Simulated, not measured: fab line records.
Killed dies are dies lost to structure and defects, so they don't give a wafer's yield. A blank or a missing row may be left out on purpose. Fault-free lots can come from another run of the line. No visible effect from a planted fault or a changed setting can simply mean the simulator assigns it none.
Matching of chambers / flow n5_finfet / rie_diel-05 running N5_BEOL_M9_DESCUM_33: 4 sister chambers
The step chemistry O2, time 7 s. 4 wafers are shown with their chamber, then 7 later ones without.

## WAFERS PAIRED WITH THEIR CHAMBERS
wafer=L082.1; chamber=2; showerhead_plenum_p_Torr (Torr)=2.02
wafer=L082.6; chamber=3; showerhead_plenum_p_Torr (Torr)=2.02
wafer=L084.1; chamber=0; showerhead_plenum_p_Torr (Torr)=2.16
wafer=L084.2; chamber=1; showerhead_plenum_p_Torr (Torr)=2.21

## WAFERS WHOSE CHAMBER IS MISSING
wafer=L084.3; showerhead_plenum_p_Torr (Torr)=2.01
wafer=L084.4; showerhead_plenum_p_Torr (Torr)=2.02
wafer=L084.5; showerhead_plenum_p_Torr (Torr)=2.02
wafer=L084.6; showerhead_plenum_p_Torr (Torr)=2.21
wafer=L090.1; showerhead_plenum_p_Torr (Torr)=2.01
wafer=L090.2; showerhead_plenum_p_Torr (Torr)=2.01
wafer=L090.6; showerhead_plenum_p_Torr (Torr)=2.01

## CHAMBER TAKEN BY EACH
wafer=L084.3; from the rows above=can't be placed: 2 or 3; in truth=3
wafer=L084.4; from the rows above=can't be placed: 2 or 3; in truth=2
wafer=L084.5; from the rows above=can't be placed: 2 or 3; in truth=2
wafer=L084.6; from the rows above=1; in truth=1
wafer=L090.1; from the rows above=can't be placed: 2 or 3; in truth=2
wafer=L090.2; from the rows above=can't be placed: 2 or 3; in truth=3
wafer=L090.6; from the rows above=can't be placed: 2 or 3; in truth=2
Placed correctly: 1 of 7. Cannot be placed on the basis of these rows: 6; the candidates contain the true chamber in 6. Placed wrongly: 0.
How it was worked out, from the rows above alone: a wafer's distance from a chamber is the root of the sum, over the readings, of the square of ((its reading less the chamber's mean) divided by the reading's scatter). If the next closest chamber is less than 2 further off than the closest, the wafer can't be placed; otherwise it belongs to the closest. A chamber's mean is the mean of its shown wafers. The scatter: with one shown wafer a chamber, the root of the mean of the squares of how far each hidden wafer lies from its nearest shown one.
